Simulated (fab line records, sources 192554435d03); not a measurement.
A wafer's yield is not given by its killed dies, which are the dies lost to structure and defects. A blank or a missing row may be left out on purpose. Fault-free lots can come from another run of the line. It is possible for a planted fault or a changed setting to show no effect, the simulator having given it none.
Lot-split experiment + flow n5 finfet + 39 wafers read across 7 lots, on a route 1938 steps long

== SPLIT DETAILS ==
At N5_DUMMY_GATE_ETCH_31 (etches SiO2 in C4F6/O2, target depth 82.5 nm, time 27.5 s), the setting target depth a was moved away from the recipe's 825 angstrom on 12 of the 39 wafers read, by -5.9% to +12.3%. For the rest of the wafers, this setting stayed at what the recipe calls for.

Reading taken at the split's own step.

== THE READING ==
SOC_of_DUMMY_GATE_COAT_34.thk nm (the simulator's own value, which no gauge read), in nm, at N5_DUMMY_GATE_ETCH_31 (etches SiO2 in C4F6/O2, target depth 82.5 nm, time 27.5 s). No usual value for it is given in the file. Here, 27 wafers ran the recipe; their average is 51.9 nm with a standard deviation of 0.25 nm.

| wafer  | tool, chamber at the split | target depth a as run, angstrom | against the recipe | SOC_of_DUMMY_GATE_COAT_34.thk nm, nm | against lot-mates on the recipe |
|--------|----------------------------|---------------------------------|--------------------|--------------------------------------|---------------------------------|
| L076.1 | rie diel-02, 2             | 825                             | recipe             | 51.4                                 | -                               |
| L076.2 | rie diel-02, 0             | 825                             | recipe             | 51.4                                 | -                               |
| L076.3 | rie diel-02, 3             | 825                             | recipe             | 51.6                                 | -                               |
| L076.4 | rie diel-02, 1             | 825                             | recipe             | 51.6                                 | -                               |
| L076.5 | rie diel-02, 2             | 825                             | recipe             | 51.6                                 | -                               |
| L076.6 | rie diel-02, 3             | 825                             | recipe             | 51.6                                 | -                               |
| L077.1 | rie diel-03, 2             | 776.7                           | -5.9%              | 52.4                                 | +0.1                            |
| L077.2 | rie diel-03, 3             | 825                             | recipe             | 52.2                                 | -                               |
| L077.3 | rie diel-03, 0             | 825                             | recipe             | 52.2                                 | -                               |
| L077.4 | rie diel-03, 1             | 825                             | recipe             | 52.4                                 | -                               |
| L077.5 | rie diel-03, 2             | 776.7                           | -5.9%              | 52.4                                 | +0.1                            |
| L077.6 | rie diel-03, 1             | 776.7                           | -5.9%              | 52.8                                 | +0.5                            |
| L081.3 | rie diel-06, 1             | 825                             | recipe             | 52.2                                 | -                               |
| L081.5 | rie diel-06, 3             | 825                             | recipe             | 51.8                                 | -                               |
| L081.6 | rie diel-06, 2             | 825                             | recipe             | 51.8                                 | -                               |
| L082.1 | rie diel-03, 2             | 926.1                           | +12.3%             | 50.4                                 | -1.4                            |
| L082.2 | rie diel-03, 1             | 926.1                           | +12.3%             | 50.8                                 | -1.0                            |
| L082.3 | rie diel-03, 3             | 825                             | recipe             | 51.8                                 | -                               |
| L082.4 | rie diel-03, 0             | 926.1                           | +12.3%             | 50.8                                 | -1.0                            |
| L082.5 | rie diel-03, 2             | 825                             | recipe             | 51.8                                 | -                               |
| L082.6 | rie diel-03, 3             | 825                             | recipe             | 51.8                                 | -                               |
| L087.1 | rie diel-03, 3             | 825                             | recipe             | 52                                   | -                               |
| L087.2 | rie diel-03, 2             | 825                             | recipe             | 51.8                                 | -                               |
| L087.3 | rie diel-03, 0             | 825                             | recipe             | 52                                   | -                               |
| L087.4 | rie diel-03, 1             | 825                             | recipe             | 52.2                                 | -                               |
| L087.5 | rie diel-03, 1             | 825                             | recipe             | 52                                   | -                               |
| L087.6 | rie diel-03, 0             | 825                             | recipe             | 52                                   | -                               |
| L094.1 | rie diel-06, 0             | 825                             | recipe             | 52                                   | -                               |
| L094.2 | rie diel-06, 2             | 896.9                           | +8.7%              | 51.4                                 | -0.6                            |
| L094.3 | rie diel-06, 3             | 896.9                           | +8.7%              | 51.2                                 | -0.8                            |
| L094.6 | rie diel-06, 3             | 896.9                           | +8.7%              | 51.2                                 | -0.8                            |
| L094.4 | rie diel-06, 1             | 825                             | recipe             | 52.2                                 | -                               |
| L094.5 | rie diel-06, 0             | 825                             | recipe             | 51.8                                 | -                               |
| L096.1 | rie diel-03, 3             | 825                             | recipe             | 52                                   | -                               |
| L096.2 | rie diel-03, 0             | 875.9                           | +6.2%              | 51.6                                 | -0.3                            |
| L096.3 | rie diel-03, 2             | 825                             | recipe             | 52                                   | -                               |
| L096.4 | rie diel-03, 1             | 875.9                           | +6.2%              | 51.4                                 | -0.5                            |
| L096.5 | rie diel-03, 3             | 875.9                           | +6.2%              | 51.6                                 | -0.3                            |
| L096.6 | rie diel-03, 0             | 825                             | recipe             | 51.8                                 | -                               |

THE FIT
A straight line over all 39 wafers: SOC_of_DUMMY_GATE_COAT_34.thk nm changes by -0.0904 nm for each +1% of target depth a; r = -0.86; the points scatter about the line by 0.25 nm.
The same after taking each lot's own level away (the mean of its wafers on the recipe; 39 wafers): -0.0798 nm for each +1%; r = -0.93; scatter 0.15 nm.
That fit puts the effect of the largest move of target depth a on the reading at 0.98 nm.
The span of the lots' own levels, 51.53 to 52.27 nm, comes to 2.9 times the standard deviation stated above.
So the slope is not independent of the lot-to-lot level: the two fits are not the same.
Check: for one of the wafers moved furthest among these (+12.3%), held out of the fit, the line's prediction against its lot-mates is -0.92 nm. It came out at -1.4 nm against them.

== OTHER SPLITS APPLIED TO THESE WAFERS ==
Other splits were also applied to these wafers ahead of the reading. Each is held against what the fit with the lots' levels taken away leaves over:
| other split on the same wafers | wafers away from the commonest value | r with SOC_of_DUMMY_GATE_COAT_34.thk nm (lot level and that fit taken away) |
|--------------------------------|--------------------------------------|-----------------------------------------------------------------------------|
| N5_DUMMY_GATE_ETCH_37 source w | 12                                   | +0.03                                                                       |

== THE WHOLE CHAIN: every reading that the file lists as answering this split, in the file's order ==
| step                  | what it does                                              | reading                                                                           | change (the file's fit)                | r (the file's) |
|-----------------------|-----------------------------------------------------------|-----------------------------------------------------------------------------------|----------------------------------------|----------------|
| N5_DUMMY_GATE_ETCH_31 | etches SiO2 in C4F6/O2, target depth 82.5 nm, time 27.5 s | etch.depth nm (the simulator's own value, which no gauge read)                    | +0.759 nm for each +1% of the setting  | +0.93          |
| N5_DUMMY_GATE_ETCH_31 | etches SiO2 in C4F6/O2, target depth 82.5 nm, time 27.5 s | SOC_of_DUMMY_GATE_COAT_34.thk nm (the simulator's own value, which no gauge read) | -0.0814 nm for each +1% of the setting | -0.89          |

== FILE'S OWN FIT ==
SOC_of_DUMMY_GATE_COAT_34.thk nm changes by -0.0814 nm for each +1% of target depth a, r = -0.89.
